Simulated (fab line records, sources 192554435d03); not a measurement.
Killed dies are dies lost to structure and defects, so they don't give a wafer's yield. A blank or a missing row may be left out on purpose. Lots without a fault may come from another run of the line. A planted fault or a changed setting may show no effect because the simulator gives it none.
Split-lot experiment | flow n5_finfet | 5 lots, 23 wafers read, on a route of 1938 steps

THE SPLIT
At N5_BEOL_M5_HM_DEP_02 (deposits TiN, target thk 20 nm), the setting target_thk_a was moved away from the recipe's 200 angstrom on 7 of the 23 wafers read, by -11.1% to +10.0%. The other wafers ran this setting at the recipe's value.

FROM THE SPLIT TO THE READING: what the file shows between them, 4 steps
- N5_BEOL_M5_COAT_59: time 60 s, resist thk 60 nm
- N5_BEOL_M5_COAT_60: time 60 s, resist thk 12 nm
- N5_BEOL_M5_STRIP_73: strips in N2/H2
- N5_BEOL_M5_STRIP_64: strips in CF4

THE READING
etch.depth_nm (the simulator's own value, which no gauge read), in nm, at N5_BEOL_M5_HM_OPEN_17 (chemistry Cl2/BCl3, target TiN, target depth 20 nm, overetch 6 nm). The file gives no usual value for it. The 16 wafers here that ran the recipe average 20.01 nm, standard deviation 0.2 nm.

wafer  | tool, chamber at the split | target_thk_a as run, angstrom | against the recipe | etch.depth_nm, nm | against lot-mates on the recipe
L079.1 | pvd_sputter-02, -          | 200                           | recipe             | 20.1              | -
L079.2 | pvd_sputter-02, -          | 200                           | recipe             | 19.99             | -
L079.4 | pvd_sputter-02, -          | 200                           | recipe             | 19.97             | -
L079.5 | pvd_sputter-02, -          | 200                           | recipe             | 20.16             | -
L079.6 | pvd_sputter-02, -          | 200                           | recipe             | 19.95             | -
L078.2 | pvd_sputter-02, -          | 177.8                         | -11.1%             | 18.02             | -2.24
L078.3 | pvd_sputter-02, -          | 200                           | recipe             | 20.32             | -
L078.4 | pvd_sputter-02, -          | 200                           | recipe             | 20.21             | -
L078.5 | pvd_sputter-02, -          | 177.8                         | -11.1%             | 18.14             | -2.12
L078.6 | pvd_sputter-02, -          | 200                           | recipe             | 20.26             | -
L080.1 | pvd_sputter-03, -          | 200                           | recipe             | 19.92             | -
L080.2 | pvd_sputter-03, -          | 190.6                         | -4.7%              | 19.07             | -0.88
L080.3 | pvd_sputter-03, -          | 200                           | recipe             | 19.82             | -
L080.4 | pvd_sputter-03, -          | 200                           | recipe             | 20.1              | -
L080.5 | pvd_sputter-03, -          | 190.6                         | -4.7%              | 19.2              | -0.75
L082.1 | pvd_sputter-02, -          | 200                           | recipe             | 19.76             | -
L082.4 | pvd_sputter-02, -          | 200                           | recipe             | 19.67             | -
L082.6 | pvd_sputter-02, -          | 200                           | recipe             | 19.64             | -
L091.2 | pvd_sputter-03, -          | 220                           | +10.0%             | 21.96             | +1.84
L091.3 | pvd_sputter-03, -          | 200                           | recipe             | 19.99             | -
L091.4 | pvd_sputter-03, -          | 200                           | recipe             | 20.25             | -
L091.5 | pvd_sputter-03, -          | 220                           | +10.0%             | 22.09             | +1.97
L091.6 | pvd_sputter-03, -          | 220                           | +10.0%             | 21.98             | +1.86

THE FIT
A straight line over all 23 wafers: etch.depth_nm changes by +0.188 nm for each +1% of target_thk_a; r = +0.98; the points scatter about the line by 0.19 nm.
The same after taking each lot's own level away (the mean of its wafers on the recipe; 23 wafers): +0.191 nm for each +1%; r = +1.00; scatter 0.09 nm.
On that fit, the largest move of target_thk_a shifts the reading by 2.1 nm.
The lots' own levels span 19.690 to 20.263 nm, that is 2.8 times the standard deviation above.
So the lot-to-lot level changes the slope little: the two slopes agree.
Check: with one of the wafers moved furthest among these (-11.1%) left out of the fit, the line predicts -2.08 nm for it against its lot-mates. It came out at -2.24 nm against them.

OTHER SPLITS ON THESE WAFERS
These wafers also went through other splits before the reading. Each is held against what the fit with the lots' levels taken away leaves over:
other split on the same wafers           | wafers away from the commonest value | r with etch.depth_nm (lot level and that fit taken away)
N5_MOL_CONTACT_COAG_CVD_140 target_thk_a | 10                                   | +0.09
N5_BEOL_M0_SAQP_EXPOSE_37 dose_mj        | 8                                    | -0.24
N5_BEOL_M0_SAQP_ETCH_73 cf4_flow_sccm    | 9                                    | +0.06
N5_BEOL_M2_EXPOSE_08 dose_mj             | 8                                    | -0.20
N5_BEOL_M2_DESCUM_16 time_s              | 9                                    | +0.21
N5_BEOL_M4_COAT_73 spin_rpm              | 7                                    | +0.03

THE WHOLE CHAIN: every reading that the file lists as answering this split, in the file's order
step                  | what it does                                                      | reading                                                                          | change (the file's fit)               | r (the file's)
N5_BEOL_M5_HM_DEP_02  | deposits TiN, target thk 20 nm                                    | TiN_of_BEOL_M5_HM_DEP_02.thk_nm (the simulator's own value, which no gauge read) | +0.191 nm for each +1% of the setting | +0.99
N5_BEOL_M5_HM_OPEN_17 | chemistry Cl2/BCl3, target TiN, target depth 20 nm, overetch 6 nm | etch.depth_nm (the simulator's own value, which no gauge read)                   | +0.191 nm for each +1% of the setting | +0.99

THE FILE'S OWN FIT
etch.depth_nm changes by +0.191 nm for each +1% of target_thk_a, r = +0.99.
